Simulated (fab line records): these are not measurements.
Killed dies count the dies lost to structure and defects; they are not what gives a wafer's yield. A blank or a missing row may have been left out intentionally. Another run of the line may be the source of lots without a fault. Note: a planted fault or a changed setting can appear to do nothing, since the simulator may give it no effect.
Chamber matching / flow nand-harc / NHARC_A_STAIRCASE_ETCH_444 on rie-diel-01 has 4 sister chambers
The step etches the open film in C4F8/O2, target depth 20400 nm, time 6800 s. 4 wafers are shown with their chamber, then 8 later ones without.

WAFERS WITH THEIR CHAMBER
wafer=L079.3; chamber=3; rf-vpp-V (V)=803
wafer=L079.4; chamber=1; rf-vpp-V (V)=799
wafer=L089.6; chamber=2; rf-vpp-V (V)=813
wafer=L091.3; chamber=0; rf-vpp-V (V)=813

WAFERS WITHOUT THEIR CHAMBER
wafer=L091.4; rf-vpp-V (V)=816
wafer=L091.6; rf-vpp-V (V)=801
wafer=L093.4; rf-vpp-V (V)=814
wafer=L093.5; rf-vpp-V (V)=814
wafer=L093.6; rf-vpp-V (V)=814
wafer=L094.1; rf-vpp-V (V)=815
wafer=L094.2; rf-vpp-V (V)=813
wafer=L094.4; rf-vpp-V (V)=815

WHICH CHAMBER EACH WENT THROUGH
wafer=L091.4; from the rows above=can't be placed: 0 or 2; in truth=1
wafer=L091.6; from the rows above=can't be placed: 1 or 3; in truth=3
wafer=L093.4; from the rows above=can't be placed: 0 or 2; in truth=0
wafer=L093.5; from the rows above=can't be placed: 0 or 2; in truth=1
wafer=L093.6; from the rows above=can't be placed: 0 or 2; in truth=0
wafer=L094.1; from the rows above=can't be placed: 0 or 2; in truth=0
wafer=L094.2; from the rows above=can't be placed: 0 or 2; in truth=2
wafer=L094.4; from the rows above=can't be placed: 0 or 2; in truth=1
Correct placement for 0 of the 8. From these rows, 8 cannot be placed; in 5 the true chamber is one of the candidates. Placed wrongly: 0.
How it was worked out, from the rows above alone: a wafer's distance from a chamber is the root of the sum, over the readings, of the square of ((its reading less the chamber's mean) divided by the reading's scatter). If the next closest chamber is less than 2 further off than the closest, the wafer can't be placed; otherwise it belongs to the closest. A chamber's mean is the mean of its shown wafers. The scatter: with one shown wafer a chamber, the root of the mean of the squares of how far each hidden wafer lies from its nearest shown one.
